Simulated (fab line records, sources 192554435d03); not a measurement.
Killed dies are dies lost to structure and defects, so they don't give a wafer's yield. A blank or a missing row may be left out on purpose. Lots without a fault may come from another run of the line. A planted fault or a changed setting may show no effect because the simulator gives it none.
Which tool did it? | flow n5_finfet | 11 lots, 28 wafers sampled, at 1 step of a route of 1938

WHAT THE GAUGES READ, wafer by wafer
N5_BEOL_M4_RC_MEAS_101.
lot  | measured     | on        | DIBL_N (mV/V)  | DIBL_P (mV/V)  | IOFF_N (nA/um) | IOFF_P (nA/um) | ION_N (uA/um) | ION_P (uA/um) | SS_N (mV/dec)  | SS_P (mV/dec)  | VT_N (mV)   | VT_P (mV)
L414 | day 8 01:23  | prober-02 | 35.0 31.5 34.7 | 35.2 31.6 35.5 | 0.15 0.10 0.14 | 0.16 0.12 0.16 | 683 661 668   | 458 449 456   | 72.3 70.8 71.4 | 72.4 71.6 72.9 | 252 259 252 | -255 -261 -256
L418 | day 8 22:13  | prober-01 | 36.7 34.4      | 37.2 34.3      | 0.18 0.12      | 0.23 0.18      | 685 660       | 469 457       | 72.5 71.1      | 73.4 73.0      | 247 254     | -248 -251
L419 | day 9 01:42  | prober-02 | 36.6 34.7      | 37.3 34.8      | 0.16 0.13      | 0.23 0.19      | 659 662       | 465 457       | 71.3 70.4      | 73.2 72.6      | 249 254     | -249 -251
L420 | day 9 08:53  | prober-02 | 36.5 36.1      | 36.3 36.6      | 0.15 0.15      | 0.19 0.20      | 666 663       | 454 454       | 71.7 72.0      | 73.6 73.5      | 250 250     | -254 -251
L421 | day 9 19:20  | prober-01 | 37.1 36.2      | 38.2 34.7      | 0.20 0.17      | 0.28 0.22      | 693 663       | 476 459       | 72.1 71.8      | 73.3 72.7      | 245 248     | -243 -247
L423 | day 10 05:46 | prober-01 | 36.5 36.0 36.5 | 35.0 36.1 35.3 | 0.15 0.15 0.16 | 0.19 0.20 0.19 | 648 683 658   | 445 468 447   | 72.1 71.6 71.5 | 73.2 72.8 73.2 | 252 249 249 | -253 -253 -251
L425 | day 10 15:28 | prober-01 | 37.1 40.2 37.7 | 36.9 39.4 37.0 | 0.19 0.22 0.19 | 0.23 0.28 0.22 | 683 673 681   | 465 464 464   | 71.3 71.7 71.9 | 74.6 74.8 74.1 | 246 246 247 | -250 -246 -247
L426 | day 11 06:44 | prober-01 | 33.4 35.2      | 31.9 34.6      | 0.10 0.15      | 0.16 0.19      | 642 674       | 451 461       | 70.7 70.6      | 71.4 73.1      | 256 249     | -256 -252
L433 | day 13 00:19 | prober-01 | 34.9 33.1 35.0 | 34.2 31.7 33.4 | 0.14 0.11 0.13 | 0.20 0.16 0.18 | 675 653 667   | 460 455 455   | 71.4 70.2 71.5 | 72.7 72.9 73.9 | 249 256 252 | -253 -254 -256
L435 | day 13 07:47 | prober-02 | 38.9 36.5 37.4 | 38.7 34.8 36.9 | 0.20 0.15 0.17 | 0.23 0.17 0.20 | 689 670 668   | 460 447 459   | 71.7 71.3 72.0 | 74.6 73.3 73.7 | 243 250 247 | -252 -254 -252
L436 | day 13 22:50 | prober-02 | 34.9 34.4 34.5 | 36.5 35.7 35.4 | 0.16 0.15 0.14 | 0.20 0.19 0.18 | 684 678 664   | 467 459 456   | 71.0 71.3 71.2 | 72.7 72.7 72.9 | 248 251 250 | -249 -254 -253

WHICH TOOL RAN EACH LOT (tool, then ch and the chambers of the sampled wafers, then the start)
The record holds no process step before these readings.

WHAT THE TOOLS THEMSELVES READ (means of the sampled wafers that have a number; where no wafer has one, the mark that the record gives instead)
The record holds no such reading with a usual standard deviation.

THE ANSWER, worked out from the rows above alone
Rule: what is usual is taken from the lots themselves. Put in order of their means at a reading, lots are off if they are a third of the lots or fewer, leave a main group of 4 or more, and stand apart from it by a gap of 3 or more times the standard deviation of the main group's means; of several such gaps the widest counts. A main group whose means are all the same, to the digits that the tables above print for the reading, isn't used. A lot without any number at a reading at which 4 lots or more have one is off too. The other lots that the step has rows for count as sound. The gauges are gone through in route order, then the tools' own readings, and for those a lot's mean is taken as printed above. The first step at which some lot is off is used, and at that step the reading that is off furthest; a lot without a number counts as furthest.
No lot is off at any reading shown: from this, nothing can be told.

WHAT THE SIMULATOR HAD PUT IN
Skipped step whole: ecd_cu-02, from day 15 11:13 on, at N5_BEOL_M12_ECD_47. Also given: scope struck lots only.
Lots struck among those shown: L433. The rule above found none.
